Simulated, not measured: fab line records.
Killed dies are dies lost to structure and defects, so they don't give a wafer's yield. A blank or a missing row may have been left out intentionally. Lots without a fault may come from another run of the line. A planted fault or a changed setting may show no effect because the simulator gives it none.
Which tool did it?	flow n5 finfet	23 lots with 69 wafers sampled at 6 steps, on a route of 1938 steps

== WHAT THE GAUGES READ, wafer by wafer ==
N5_DUMMY_GATE_OVL_MEAS_16.
lot	measured	on	GATE_OVL (nm)
L074	day 3 00:40	overlay-01	-0.4 -0.8 0.6
L076	day 3 11:17	overlay-01	0.6 0.3 0.5
L077	day 3 15:35	overlay-01	0.7 1.0 0.0
L078	day 3 22:09	overlay-01	-0.4 0.6 0.3
L079	day 4 03:42	overlay-02	0.3 2.3 -0.1
L080	day 4 09:49	overlay-02	0.8 0.7 0.8
L081	day 4 16:01	overlay-01	0.8 0.6 0.5
L082	day 5 01:44	overlay-01	0.0 -0.1 -0.4
L083	day 5 06:11	overlay-01	0.5 1.3 0.8
L084	day 5 13:52	overlay-01	1.7 0.5 1.1
L085	day 5 19:25	overlay-02	-0.7 0.0 0.5
L086	day 6 05:11	overlay-02	0.2 0.7 0.5
L087	day 6 06:07	overlay-01	1.4 1.5 2.1
L088	day 6 13:14	overlay-01	-0.4 0.2 0.8
L089	day 6 16:02	overlay-01	1.0 0.2 -0.3
L090	day 7 00:14	overlay-01	0.8 0.0 0.8
L091	day 7 04:17	overlay-02	0.0 0.5 0.2
L092	day 7 10:30	overlay-01	2.3 1.0 0.5
L093	day 7 17:26	overlay-02	-0.2 -0.6 0.1
L094	day 8 00:52	overlay-02	-0.4 -0.1 0.0
L095	day 8 03:59	overlay-02	-1.4 -1.3 -0.5
L096	day 8 10:07	overlay-01	-0.3 0.9 0.3
L097	day 8 19:49	overlay-01	0.9 1.6 1.1

== WHICH TOOL RAN EACH LOT (tool, then ch and the chambers of the sampled wafers, then the start) ==
lot	N5_ZERO_LAYER_ETCH_18	N5_PMOS_HMC_CHANNEL_EPI_CMP_21	N5_FIN_SAQP_HM_OPEN_33	N5_STI_FIN_REVEAL_ETCH_34	N5_DUMMY_GATE_CMP_04
L074	rie si-01 ch 0,3, day 1 12:58	cmp-04 ch 1,2,3, day 1 19:32	rie diel-01 ch 0,3, day 2 01:43	rie si-06 ch 1,2,3, day 2 11:45	cmp-03 ch 0,2,3, day 2 20:08
L076	rie si-06 ch 0,3, day 2 00:55	cmp-04 ch 0,1,3, day 2 07:58	rie diel-01 ch 0,3, day 2 13:43	rie si-03 ch 0,1,2, day 3 02:03	cmp-04 ch 0,2,3, day 3 06:46
L077	rie si-06 ch 0,1,3, day 2 07:10	cmp-03 ch 0,3, day 2 13:18	rie diel-03 ch 1,2, day 2 19:36	rie si-01 ch 0,1,2, day 3 05:55	cmp-02 ch 1,2,3, day 3 11:04
L078	rie si-06 ch 0,1,3, day 2 12:47	cmp-04 ch 1,2, day 2 20:12	rie diel-06 ch 0,1,2, day 3 02:11	rie si-03 ch 0,2,3, day 3 12:53	cmp-02 ch 1,2, day 3 17:36
L079	rie si-03 ch 0,1,3, day 2 18:56	cmp-03 ch 0,1,2, day 3 01:41	rie diel-06 ch 2,3, day 3 07:36	rie si-03 ch 0,1,3, day 3 18:08	cmp-02 ch 0,1,3, day 3 23:00
L080	rie si-01 ch 2,3, day 3 00:55	cmp-03 ch 0,1,2, day 3 07:50	rie diel-03 ch 0,2, day 3 13:55	rie si-01 ch 0,3, day 4 00:04	cmp-04 ch 0,2,3, day 4 05:17
L081	rie si-01 ch 2,3, day 3 07:04	cmp-01 ch 0,1,3, day 3 13:49	rie diel-03 ch 1,2,3, day 3 19:47	rie si-01 ch 0,1, day 4 05:40	cmp-04 ch 0,2, day 4 11:21
L082	rie si-06 ch 0,1,2, day 3 13:22	cmp-03 ch 0,2,3, day 3 20:57	rie diel-06 ch 0,2,3, day 4 04:43	rie si-06 ch 0,2,3, day 4 16:02	cmp-03 ch 1,2,3, day 4 21:10
L083	rie si-03 ch 0,3, day 3 19:01	cmp-04 ch 1,2, day 4 01:58	rie diel-06 ch 0,1, day 4 08:35	rie si-06 ch 0,1, day 4 19:55	cmp-03 ch 1,2,3, day 5 01:40
L084	rie si-06 ch 1,2, day 4 00:55	cmp-04 ch 0,3, day 4 07:46	rie diel-01 ch 0,3, day 4 14:44	rie si-01 ch 1,2, day 5 02:44	cmp-03 ch 0,2,3, day 5 09:06
L085	rie si-06 ch 0,2,3, day 4 06:48	cmp-01 ch 0,1,3, day 4 14:18	rie diel-06 ch 0,1,3, day 4 21:25	rie si-03 ch 0,1,3, day 5 09:39	cmp-02 ch 1,2,3, day 5 14:41
L086	rie si-06 ch 0,1, day 4 12:55	cmp-01 ch 1,2,3, day 4 21:04	rie diel-03 ch 1,2,3, day 5 06:19	rie si-03 ch 1,2,3, day 5 17:58	cmp-03 ch 1,2, day 5 22:38
L087	rie si-06 ch 0,1,2, day 4 18:55	cmp-01 ch 1,3, day 5 03:42	rie diel-06 ch 0,1, day 5 10:58	rie si-03 ch 0,2,3, day 5 20:52	cmp-04 ch 1,2, day 6 01:32
L088	rie si-01 ch 0,2,3, day 5 00:48	cmp-04 ch 1,2, day 5 07:11	rie diel-03 ch 0,1, day 5 13:43	rie si-06 ch 2,3, day 6 01:17	cmp-04 ch 0,1, day 6 08:33
L089	rie si-03 ch 0,1, day 5 06:57	cmp-04 ch 0,3, day 5 13:40	rie diel-06 ch 1,2, day 5 20:08	rie si-03 ch 0,1,2, day 6 06:28	cmp-04 ch 1,2, day 6 11:29
L090	rie si-03 ch 0,1,2, day 5 12:49	cmp-03 ch 1,2,3, day 5 20:13	rie diel-01 ch 0,1,2, day 6 03:34	rie si-06 ch 0,2,3, day 6 14:54	cmp-02 ch 1,2,3, day 6 19:35
L091	rie si-03 ch 0,1,3, day 5 19:06	cmp-01 ch 0,1,2, day 6 02:09	rie diel-03 ch 0,1,3, day 6 08:49	rie si-03 ch 0,1,2, day 6 19:05	cmp-03 ch 1,2,3, day 6 23:43
L092	rie si-01 ch 0,2,3, day 6 00:47	cmp-01 ch 0,2,3, day 6 07:44	rie diel-01 ch 1,3, day 6 14:43	rie si-06 ch 1,2,3, day 7 00:46	cmp-04 ch 0,1, day 7 05:55
L093	rie si-06 ch 1,2,3, day 6 06:49	cmp-04 ch 1,2,3, day 6 13:15	rie diel-01 ch 1,2,3, day 6 19:51	rie si-01 ch 0,1,3, day 7 06:06	cmp-02 ch 1,2,3, day 7 10:54
L094	rie si-01 ch 0,1, day 6 12:47	cmp-04 ch 1,2, day 6 19:16	rie diel-06 ch 0,3, day 7 01:22	rie si-01 ch 1,2,3, day 7 11:46	cmp-02 ch 2,3, day 7 16:31
L095	rie si-01 ch 0,1, day 6 19:08	cmp-04 ch 1,2, day 7 01:56	rie diel-03 ch 1,2,3, day 7 08:04	rie si-03 ch 0,1,3, day 7 18:16	cmp-04 ch 0,1,3, day 7 23:28
L096	rie si-03 ch 0,1,3, day 7 00:55	cmp-01 ch 0,2,3, day 7 07:52	rie diel-06 ch 0,2,3, day 7 14:50	rie si-06 ch 0,2,3, day 8 00:54	cmp-02 ch 0,1,3, day 8 05:34
L097	rie si-01 ch 0,1,2, day 7 06:55	cmp-04 ch 2,3, day 7 13:30	rie diel-06 ch 1,2,3, day 7 19:49	rie si-03 ch 2,3, day 8 10:31	cmp-02 ch 0,1, day 8 15:14
- N5_ZERO_LAYER_ETCH_18: etches Si in HBr/Cl2, target depth 120 nm, time 40 s.
- N5_PMOS_HMC_CHANNEL_EPI_CMP_21: polishes SiGe30, target thk 54 nm.
- N5_FIN_SAQP_HM_OPEN_33: chemistry CH3F/O2, target SiNx, target depth 49.4 nm, time 70.6 s.
- N5_STI_FIN_REVEAL_ETCH_34: etches Si in H2, material Si, target depth 0.97 nm.
- N5_DUMMY_GATE_CMP_04: polishes a-Si.

== WHAT THE TOOLS THEMSELVES READ (means of the sampled wafers that have a number; where no wafer has one, the mark that the record gives instead) ==
N5_ZERO_LAYER_ETCH_18.
lot	tool	drypump motor current A (A)	oes product au (a.u.)	rf fwd power W (W)	throttle valve pct (%)
L074	rie si-01	5.8	0.977	794.3	36.14
L076	rie si-06	5.4	0.995	795.4	36.15
L077	rie si-06	5.6	0.997	797.5	36.38
L078	rie si-06	5.6	0.996	796.1	36.39
L079	rie si-03	5.3	1.031	796.0	36.20
L080	rie si-01	5.4	0.986	793.3	36.36
L081	rie si-01	5.4	0.982	794.0	36.36
L082	rie si-06	5.5	0.998	793.4	36.50
L083	rie si-03	5.1	1.035	795.3	36.35
L084	rie si-06	5.7	1.002	795.3	36.75
L085	rie si-06	5.5	0.993	795.8	36.28
L086	rie si-06	5.4	0.991	795.2	36.37
L087	rie si-06	5.5	0.999	794.7	36.50
L088	rie si-01	5.6	0.979	795.9	36.25
L089	rie si-03	5.2	1.025	796.9	36.29
L090	rie si-03	5.3	1.014	792.4	36.38
L091	rie si-03	5.3	1.032	795.5	36.20
L092	rie si-01	5.6	0.977	794.3	36.24
L093	rie si-06	5.7	0.995	793.6	36.53
L094	rie si-01	6.1	0.993	796.7	36.24
L095	rie si-01	6.1	0.992	795.5	36.24
L096	rie si-03	5.3	1.033	794.9	36.20
L097	rie si-01	5.6	0.984	793.6	36.31

N5_PMOS_HMC_CHANNEL_EPI_CMP_21.
lot	tool	motor current A (A)	pad life wafers	slurry flow ml min
L074	cmp-04	12.2	69	150.6
L076	cmp-04	12.7	152	150.3
L077	cmp-03	12.0	1375	149.4
L078	cmp-04	11.2	242	150.1
L079	cmp-03	11.6	1496	149.9
L080	cmp-03	11.9	1551	150.2
L081	cmp-01	11.0	200	149.8
L082	cmp-03	11.6	1592	149.5
L083	cmp-04	10.9	475	149.8
L084	cmp-04	13.5	522	150.2
L085	cmp-01	11.0	296	149.5
L086	cmp-01	11.9	344	150.5
L087	cmp-01	10.7	403	150.3
L088	cmp-04	11.5	714	150.5
L089	cmp-04	13.2	739	150.5
L090	cmp-03	12.0	1982	149.8
L091	cmp-01	11.5	566	149.9
L092	cmp-01	12.6	601	150.0
L093	cmp-04	12.4	925	150.6
L094	cmp-04	11.2	955	150.6
L095	cmp-04	11.1	1008	150.4
L096	cmp-01	12.7	800	150.3
L097	cmp-04	11.9	1110	150.1

N5_FIN_SAQP_HM_OPEN_33.
lot	tool	drypump motor current A (A)	etch rf on time s (s)	mfc ar sccm (sccm)	oes product au (a.u.)	rf fwd power W (W)	rf vpp V (V)	showerhead plenum p Torr (Torr)	throttle valve pct (%)
L074	rie diel-01	5.5	68.7	149.8	0.67	390.2	299	2.06	16.28
L076	rie diel-01	5.5	69.9	149.9	0.66	391.6	298	2.03	16.27
L077	rie diel-03	5.7	70.3	150.3	0.61	390.3	297	2.02	16.74
L078	rie diel-06	5.8	69.5	150.2	0.63	392.2	300	1.98	16.30
L079	rie diel-06	5.5	70.3	150.2	0.59	391.2	299	2.00	16.73
L080	rie diel-03	5.6	69.4	149.7	0.61	393.5	297	1.91	16.64
L081	rie diel-03	6.0	71.8	150.1	0.65	390.5	298	2.03	16.53
L082	rie diel-06	5.8	70.3	150.1	0.62	392.0	301	1.99	16.53
L083	rie diel-06	5.8	69.5	149.8	0.63	391.3	296	1.95	16.27
L084	rie diel-01	5.5	68.0	149.9	0.65	389.5	298	2.02	16.30
L085	rie diel-06	5.8	70.8	149.9	0.62	391.9	297	1.95	16.49
L086	rie diel-03	6.0	70.1	150.1	0.64	390.1	299	2.03	16.56
L087	rie diel-06	5.8	67.7	149.8	0.62	390.8	296	1.94	16.29
L088	rie diel-03	5.4	70.2	150.8	0.62	390.3	299	1.97	16.50
L089	rie diel-06	5.4	68.5	149.7	0.60	392.5	300	2.01	16.37
L090	rie diel-01	5.5	69.8	150.1	0.62	391.4	296	1.99	16.54
L091	rie diel-03	5.9	70.7	149.6	0.64	389.7	299	2.04	16.42
L092	rie diel-01	5.4	69.1	150.4	0.63	391.3	297	1.96	16.50
L093	rie diel-01	5.5	69.7	150.3	0.61	389.8	294	1.96	16.54
L094	rie diel-06	6.2	68.1	150.3	0.72	391.2	301	1.94	16.37
L095	rie diel-03	6.0	70.9	149.3	0.71	392.0	300	2.11	16.42
L096	rie diel-06	5.8	68.6	149.8	0.68	392.4	301	1.98	16.42
L097	rie diel-06	5.4	68.6	149.9	0.73	392.4	297	1.99	16.23

N5_STI_FIN_REVEAL_ETCH_34.
lot	tool	drypump motor current A (A)	h2 flow sccm (sccm)	oes product au (a.u.)	rf fwd power W (W)	throttle valve pct (%)
L074	rie si-06	5.7	7.489	1.006	296.1	26.2
L076	rie si-03	5.3	7.485	1.009	296.8	25.6
L077	rie si-01	5.6	7.501	0.971	296.8	26.0
L078	rie si-03	5.2	7.487	1.013	294.7	25.9
L079	rie si-03	5.3	7.487	1.021	295.5	25.5
L080	rie si-01	5.7	7.515	0.972	297.5	25.9
L081	rie si-01	5.8	7.497	0.979	295.9	26.0
L082	rie si-06	5.5	7.502	0.991	296.7	25.7
L083	rie si-06	5.4	7.528	0.996	296.6	25.7
L084	rie si-01	5.9	7.496	1.000	295.9	26.0
L085	rie si-03	5.3	7.490	1.026	295.4	25.5
L086	rie si-03	5.4	7.487	1.003	294.8	25.7
L087	rie si-03	5.2	7.486	1.016	296.5	25.9
L088	rie si-06	5.6	7.507	0.998	296.8	26.1
L089	rie si-03	5.3	7.497	1.010	296.2	25.6
L090	rie si-06	5.5	7.510	0.999	297.1	25.7
L091	rie si-03	5.3	7.511	1.005	296.8	25.6
L092	rie si-06	5.7	7.496	0.996	296.7	26.2
L093	rie si-01	6.0	7.500	0.990	296.6	25.8
L094	rie si-01	5.8	7.483	0.992	296.8	25.9
L095	rie si-03	5.3	7.470	1.031	296.5	25.5
L096	rie si-06	5.5	7.489	0.995	296.3	25.7
L097	rie si-03	5.3	7.501	0.993	295.6	26.1

N5_DUMMY_GATE_CMP_04.
lot	tool	motor current A (A)	pad life wafers	slurry flow ml min	time to endpoint s (s)
L074	cmp-03	10.1	1436	149.9	16.2
L076	cmp-04	10.3	321	150.3	14.5
L077	cmp-02	10.7	879	150.1	11.3
L078	cmp-02	11.3	926	150.2	12.4
L079	cmp-02	10.9	955	149.9	14.4
L080	cmp-04	10.6	494	149.7	16.4
L081	cmp-04	9.4	542	150.3	15.4
L082	cmp-03	10.2	1808	150.4	14.9
L083	cmp-03	9.9	1844	149.7	14.1
L084	cmp-03	9.9	1910	150.1	11.4
L085	cmp-02	10.3	1255	150.0	10.6
L086	cmp-03	10.3	1998	149.9	13.7
L087	cmp-04	9.1	828	150.1	14.3
L088	cmp-04	9.7	871	150.1	9.8
L089	cmp-04	9.1	907	149.9	13.8
L090	cmp-02	10.4	1496	150.2	11.6
L091	cmp-03	10.2	80	150.0	13.5
L092	cmp-04	9.8	1064	150.1	11.4
L093	cmp-02	10.5	1658	149.9	11.1
L094	cmp-02	9.5	1717	149.8	10.1
L095	cmp-04	10.7	1226	149.6	13.4
L096	cmp-02	10.9	1826	150.3	8.4
L097	cmp-02	12.2	1908	150.2	10.3

== THE ANSWER, worked out from the rows above alone ==
Rule: what is usual is taken from the lots themselves. Put in order of their means at a reading, lots are off if they are a third of the lots or fewer, leave a main group of 4 or more, and stand apart from it by a gap of 3 or more times the standard deviation of the main group's means; of several such gaps the widest counts. The tables above print the reading to a certain number of digits; a main group whose means all agree to those digits is not used. A lot without any number at a reading at which 4 lots or more have one is off too. Where the step has rows for the other lots, those lots are counted as sound. After the gauges, taken in route order, come the tools' own readings; for these a lot's mean is taken, as printed above. The first step at which some lot is off is used, and at that step the reading that is off furthest; a lot without a number counts as furthest.
Across all readings shown, no lot is off: no conclusion can be drawn from this.

== WHAT WAS PUT IN BY THE SIMULATOR ==
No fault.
